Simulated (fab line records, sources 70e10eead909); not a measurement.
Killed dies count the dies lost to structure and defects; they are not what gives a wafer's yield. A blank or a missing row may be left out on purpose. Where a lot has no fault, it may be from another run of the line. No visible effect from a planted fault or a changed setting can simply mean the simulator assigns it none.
Matching of chambers -- flow nand harc -- NHARC_A_WL_FILL_ALD_10 on ald hk-04 has 4 sister chambers
The step deposits SiO2, target thk 50 nm, pulse time 10 s, ald cycles 500. 4 wafers are shown with their chamber, then 8 later ones without.

== EACH WAFER AND ITS CHAMBER ==
wafer,chamber,heater power outer w (W)
L091.5,2,252
L091.6,1,257
L092.6,3,283
L094.2,0,237

== WAFERS WITHOUT THEIR CHAMBER ==
wafer,heater power outer w (W)
L094.4,259
L094.6,241
L095.3,252
L095.2,234
L095.5,253
L097.4,271
L097.2,253
L097.6,276

== THE CHAMBER EACH PASSED THROUGH ==
wafer,from the rows above,in truth
L094.4,can't be placed: 1 or 2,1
L094.6,can't be placed: 0 or 2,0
L095.3,can't be placed: 2 or 1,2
L095.2,0,0
L095.5,can't be placed: 2 or 1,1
L097.4,can't be placed: 3 or 1 or 2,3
L097.2,can't be placed: 2 or 1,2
L097.6,3,3
Placed correctly: 2 of 8. Unplaceable from these rows: 6, with the true chamber sitting among the candidates in 6. Placed wrongly: 0.
How it was worked out, from the rows above alone: a wafer's distance from a chamber is the root of the sum, over the readings, of the square of ((its reading less the chamber's mean) divided by the reading's scatter). The wafer belongs to the nearest chamber; if the next one is less than 2 further off, it can't be placed. For every chamber, the mean is computed from those of its wafers that are shown. The scatter: with one shown wafer a chamber, the root of the mean of the squares of how far each hidden wafer lies from its nearest shown one.
